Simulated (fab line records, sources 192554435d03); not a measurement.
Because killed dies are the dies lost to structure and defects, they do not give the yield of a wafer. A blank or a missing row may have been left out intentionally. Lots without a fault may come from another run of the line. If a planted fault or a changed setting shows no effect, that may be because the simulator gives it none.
The tool behind it: which one? / flow n5-finfet / 29 wafers from 10 lots sampled at 4 of the route's 1938 steps

## WHAT THE GAUGES SHOWED, per wafer
N5_DUMMY_REMOVAL_INSPECT_06: inspects for defects (brightfield).
lot=L573; measured=day 3 22:09; on=defect-inspect-02; raw-defect-count=20 21 11
lot=L574; measured=day 4 10:05; on=defect-inspect-02; raw-defect-count=12 7 8
lot=L577; measured=day 4 21:22; on=defect-inspect-01; raw-defect-count=14 17 18
lot=L578; measured=day 5 04:51; on=defect-inspect-02; raw-defect-count=5 10 11
lot=L581; measured=day 5 21:36; on=defect-inspect-01; raw-defect-count=16 16 21
lot=L584; measured=day 6 16:35; on=defect-inspect-02; raw-defect-count=21 8 17
lot=L587; measured=day 7 09:17; on=defect-inspect-02; raw-defect-count=7 9 15
lot=L588; measured=day 7 18:20; on=defect-inspect-02; raw-defect-count=13 13
lot=L591; measured=day 8 09:08; on=defect-inspect-02; raw-defect-count=16 13 622
lot=L595; measured=day 9 14:02; on=defect-inspect-02; raw-defect-count=9 13 12

## EACH LOT AND THE TOOL THAT RAN IT (in order: tool; ch and the chambers of the sampled wafers; start)
lot=L573; N5_SDB_HM_OPEN_20=rie-diel-05 ch 1,2,3, day 3 18:07; N5_SDB_CUT_ETCH_26=rie-si-01 ch 0,1,3, day 3 18:41; N5_DUMMY_REMOVAL_STRIP_10=rie-diel-03 ch 0,1, day 3 21:59
lot=L574; N5_SDB_HM_OPEN_20=rie-diel-05 ch 0,1,3, day 4 06:14; N5_SDB_CUT_ETCH_26=rie-si-01 ch 0,2,3, day 4 06:37; N5_DUMMY_REMOVAL_STRIP_10=rie-diel-03 ch 2,3, day 4 09:55
lot=L577; N5_SDB_HM_OPEN_20=rie-diel-01 ch 1,2,3, day 4 17:31; N5_SDB_CUT_ETCH_26=rie-si-06 ch 1,3, day 4 17:54; N5_DUMMY_REMOVAL_STRIP_10=rie-diel-02 ch 0,1, day 4 21:12
lot=L578; N5_SDB_HM_OPEN_20=rie-diel-01 ch 0,3, day 5 00:29; N5_SDB_CUT_ETCH_26=rie-si-06 ch 1,3, day 5 00:52; N5_DUMMY_REMOVAL_STRIP_10=rie-diel-03 ch 1,2,3, day 5 04:41
lot=L581; N5_SDB_HM_OPEN_20=rie-diel-05 ch 0,1,2, day 5 17:32; N5_SDB_CUT_ETCH_26=rie-si-02 ch 0,1,2, day 5 17:55; N5_DUMMY_REMOVAL_STRIP_10=rie-diel-02 ch 1,2, day 5 21:24
lot=L584; N5_SDB_HM_OPEN_20=rie-diel-04 ch 0,1,3, day 6 12:44; N5_SDB_CUT_ETCH_26=rie-si-01 ch 0,2,3, day 6 13:07; N5_DUMMY_REMOVAL_STRIP_10=rie-diel-03 ch 1,2,3, day 6 16:26
lot=L587; N5_SDB_HM_OPEN_20=rie-diel-04 ch 0,1,3, day 7 05:19; N5_SDB_CUT_ETCH_26=rie-si-01 ch 0,3, day 7 05:50; N5_DUMMY_REMOVAL_STRIP_10=rie-diel-06 ch 0,3, day 7 09:08
lot=L588; N5_SDB_HM_OPEN_20=rie-diel-01 ch 2, day 7 13:59; N5_SDB_CUT_ETCH_26=rie-si-01 ch 0,1, day 7 14:52; N5_DUMMY_REMOVAL_STRIP_10=rie-diel-06 ch 1,2, day 7 18:10
lot=L591; N5_SDB_HM_OPEN_20=rie-diel-04 ch 0,1, day 8 05:02; N5_SDB_CUT_ETCH_26=rie-si-01 ch 1,3, day 8 05:26; N5_DUMMY_REMOVAL_STRIP_10=rie-diel-03 ch 0,1,3, day 8 08:58
lot=L595; N5_SDB_HM_OPEN_20=rie-diel-01 ch 0,1,2, day 9 09:43; N5_SDB_CUT_ETCH_26=rie-si-06 ch 0,1,2, day 9 10:30; N5_DUMMY_REMOVAL_STRIP_10=rie-diel-06 ch 0,1,2, day 9 13:52
- N5_SDB_HM_OPEN_20: chemistry CH3F/O2, target SiNx, stops on poly-Si, target depth 24 nm.
- N5_SDB_CUT_ETCH_26: etches Si in HBr/Cl2/O2, target depth 129.6 nm, bt time 20 s, time 51.8 s.
- N5_DUMMY_REMOVAL_STRIP_10: strips in N2/H2, time 40 s.

## AS READ BY THE TOOLS THEMSELVES (means over the sampled wafers that have a number; for cases with no such wafer, the mark the record gives instead)
N5_SDB_HM_OPEN_20.
lot=L573; tool=rie-diel-05; bias-w (W)=73.00; drypump-motor-current-A (A)=5.6; oes-product-au (a.u.)=0.62; rf-vpp-V (V)=297; showerhead-plenum-p-Torr (Torr)=2.01; throttle-valve-pct (%)=16.46
lot=L574; tool=rie-diel-05; bias-w (W)=72.82; drypump-motor-current-A (A)=5.6; oes-product-au (a.u.)=0.63; rf-vpp-V (V)=296; showerhead-plenum-p-Torr (Torr)=1.95; throttle-valve-pct (%)=16.34
lot=L577; tool=rie-diel-01; bias-w (W)=73.21; drypump-motor-current-A (A)=5.3; oes-product-au (a.u.)=0.65; rf-vpp-V (V)=304; showerhead-plenum-p-Torr (Torr)=2.02; throttle-valve-pct (%)=16.33
lot=L578; tool=rie-diel-01; bias-w (W)=73.06; drypump-motor-current-A (A)=5.8; oes-product-au (a.u.)=0.61; rf-vpp-V (V)=296; showerhead-plenum-p-Torr (Torr)=2.03; throttle-valve-pct (%)=16.49
lot=L581; tool=rie-diel-05; bias-w (W)=72.99; drypump-motor-current-A (A)=5.5; oes-product-au (a.u.)=0.63; rf-vpp-V (V)=298; showerhead-plenum-p-Torr (Torr)=2.00; throttle-valve-pct (%)=16.41
lot=L584; tool=rie-diel-04; bias-w (W)=72.93; drypump-motor-current-A (A)=5.8; oes-product-au (a.u.)=0.63; rf-vpp-V (V)=298; showerhead-plenum-p-Torr (Torr)=1.95; throttle-valve-pct (%)=16.28
lot=L587; tool=rie-diel-04; bias-w (W)=73.06; drypump-motor-current-A (A)=5.8; oes-product-au (a.u.)=0.62; rf-vpp-V (V)=299; showerhead-plenum-p-Torr (Torr)=1.95; throttle-valve-pct (%)=16.29
lot=L588; tool=rie-diel-01; bias-w (W)=73.28; drypump-motor-current-A (A)=5.1; oes-product-au (a.u.)=0.58; rf-vpp-V (V)=293; showerhead-plenum-p-Torr (Torr)=1.99; throttle-valve-pct (%)=16.55
lot=L591; tool=rie-diel-04; bias-w (W)=73.10; drypump-motor-current-A (A)=6.0; oes-product-au (a.u.)=0.62; rf-vpp-V (V)=299; showerhead-plenum-p-Torr (Torr)=1.95; throttle-valve-pct (%)=16.40
lot=L595; tool=rie-diel-01; bias-w (W)=72.90; drypump-motor-current-A (A)=5.7; oes-product-au (a.u.)=0.59; rf-vpp-V (V)=300; showerhead-plenum-p-Torr (Torr)=2.06; throttle-valve-pct (%)=16.46

N5_SDB_CUT_ETCH_26.
lot=L573; tool=rie-si-01; drypump-motor-current-A (A)=5.5; oes-product-au (a.u.)=0.996; throttle-valve-pct (%)=37.4
lot=L574; tool=rie-si-01; drypump-motor-current-A (A)=5.5; oes-product-au (a.u.)=0.982; throttle-valve-pct (%)=37.4
lot=L577; tool=rie-si-06; drypump-motor-current-A (A)=5.4; oes-product-au (a.u.)=1.004; throttle-valve-pct (%)=38.0
lot=L578; tool=rie-si-06; drypump-motor-current-A (A)=5.5; oes-product-au (a.u.)=1.007; throttle-valve-pct (%)=38.0
lot=L581; tool=rie-si-02; drypump-motor-current-A (A)=5.7; oes-product-au (a.u.)=1.005; throttle-valve-pct (%)=36.9
lot=L584; tool=rie-si-01; drypump-motor-current-A (A)=5.4; oes-product-au (a.u.)=0.985; throttle-valve-pct (%)=37.4
lot=L587; tool=rie-si-01; drypump-motor-current-A (A)=5.6; oes-product-au (a.u.)=0.991; throttle-valve-pct (%)=37.6
lot=L588; tool=rie-si-01; drypump-motor-current-A (A)=5.5; oes-product-au (a.u.)=1.008; throttle-valve-pct (%)=37.2
lot=L591; tool=rie-si-01; drypump-motor-current-A (A)=5.2; oes-product-au (a.u.)=1.009; throttle-valve-pct (%)=37.2
lot=L595; tool=rie-si-06; drypump-motor-current-A (A)=5.3; oes-product-au (a.u.)=1.005; throttle-valve-pct (%)=37.1

N5_DUMMY_REMOVAL_STRIP_10.
lot=L573; tool=rie-diel-03; drypump-motor-current-A (A)=6.2; oes-product-au (a.u.)=0.92; rf-vpp-V (V)=45.3; showerhead-plenum-p-Torr (Torr)=3.46; temp-c (C)=39.98; throttle-valve-pct (%)=12.11
lot=L574; tool=rie-diel-03; drypump-motor-current-A (A)=5.2; oes-product-au (a.u.)=0.71; rf-vpp-V (V)=46.2; showerhead-plenum-p-Torr (Torr)=3.49; temp-c (C)=39.89; throttle-valve-pct (%)=12.34
lot=L577; tool=rie-diel-02; drypump-motor-current-A (A)=5.5; oes-product-au (a.u.)=0.87; rf-vpp-V (V)=46.1; showerhead-plenum-p-Torr (Torr)=3.48; temp-c (C)=40.00; throttle-valve-pct (%)=11.92
lot=L578; tool=rie-diel-03; drypump-motor-current-A (A)=5.6; oes-product-au (a.u.)=0.75; rf-vpp-V (V)=45.5; showerhead-plenum-p-Torr (Torr)=3.45; temp-c (C)=40.02; throttle-valve-pct (%)=12.28
lot=L581; tool=rie-diel-02; drypump-motor-current-A (A)=5.5; oes-product-au (a.u.)=0.84; rf-vpp-V (V)=44.8; showerhead-plenum-p-Torr (Torr)=3.49; temp-c (C)=39.87; throttle-valve-pct (%)=11.97
lot=L584; tool=rie-diel-03; drypump-motor-current-A (A)=5.6; oes-product-au (a.u.)=0.74; rf-vpp-V (V)=45.9; showerhead-plenum-p-Torr (Torr)=3.45; temp-c (C)=40.08; throttle-valve-pct (%)=12.30
lot=L587; tool=rie-diel-06; drypump-motor-current-A (A)=5.6; oes-product-au (a.u.)=0.88; rf-vpp-V (V)=45.3; showerhead-plenum-p-Torr (Torr)=3.33; temp-c (C)=39.88; throttle-valve-pct (%)=11.98
lot=L588; tool=rie-diel-06; drypump-motor-current-A (A)=5.6; oes-product-au (a.u.)=0.84; rf-vpp-V (V)=46.3; showerhead-plenum-p-Torr (Torr)=3.28; temp-c (C)=40.05; throttle-valve-pct (%)=12.09
lot=L591; tool=rie-diel-03; drypump-motor-current-A (A)=5.8; oes-product-au (a.u.)=0.80; rf-vpp-V (V)=45.2; showerhead-plenum-p-Torr (Torr)=3.45; temp-c (C)=40.09; throttle-valve-pct (%)=12.30
lot=L595; tool=rie-diel-06; drypump-motor-current-A (A)=5.6; oes-product-au (a.u.)=0.85; rf-vpp-V (V)=44.7; showerhead-plenum-p-Torr (Torr)=3.29; temp-c (C)=39.97; throttle-valve-pct (%)=12.02

## THE ANSWER, worked out from the rows above alone
Rule: the usual values come from the lots themselves. The widest of any qualifying gaps counts: lots, ordered by their means at a reading, are off when they make up no more than a third of the lots, leave a main group of 4 or more, and stand apart from it by 3 or more times the standard deviation of that group's means. Not used: any main group whose means are identical at the precision the tables above print for the reading. A lot without any number at a reading at which 4 lots or more have one is off too. Where the step has rows for the other lots, those lots are counted as sound. First the gauges in route order, then the tools' own readings, where a lot's mean is used as printed above. The first step at which some lot is off is used, and at that step the reading that is off furthest; a lot without a number counts as furthest.
Off: L591 (N5_DUMMY_REMOVAL_INSPECT_06, raw-defect-count). For the main group the mean is 13 and the standard deviation 3.4.
If a tool, at a process step before that reading, ran all the lots that are off and no sound lot after the first of them, it fits. The gauges at N5_DUMMY_REMOVAL_INSPECT_06 are tried like those tools. Can't be told from this: 3 tools fit, rie-diel-04 at N5_SDB_HM_OPEN_20, rie-si-01 at N5_SDB_CUT_ETCH_26, rie-diel-03 at N5_DUMMY_REMOVAL_STRIP_10.

## WHAT THE SIMULATOR PUT IN
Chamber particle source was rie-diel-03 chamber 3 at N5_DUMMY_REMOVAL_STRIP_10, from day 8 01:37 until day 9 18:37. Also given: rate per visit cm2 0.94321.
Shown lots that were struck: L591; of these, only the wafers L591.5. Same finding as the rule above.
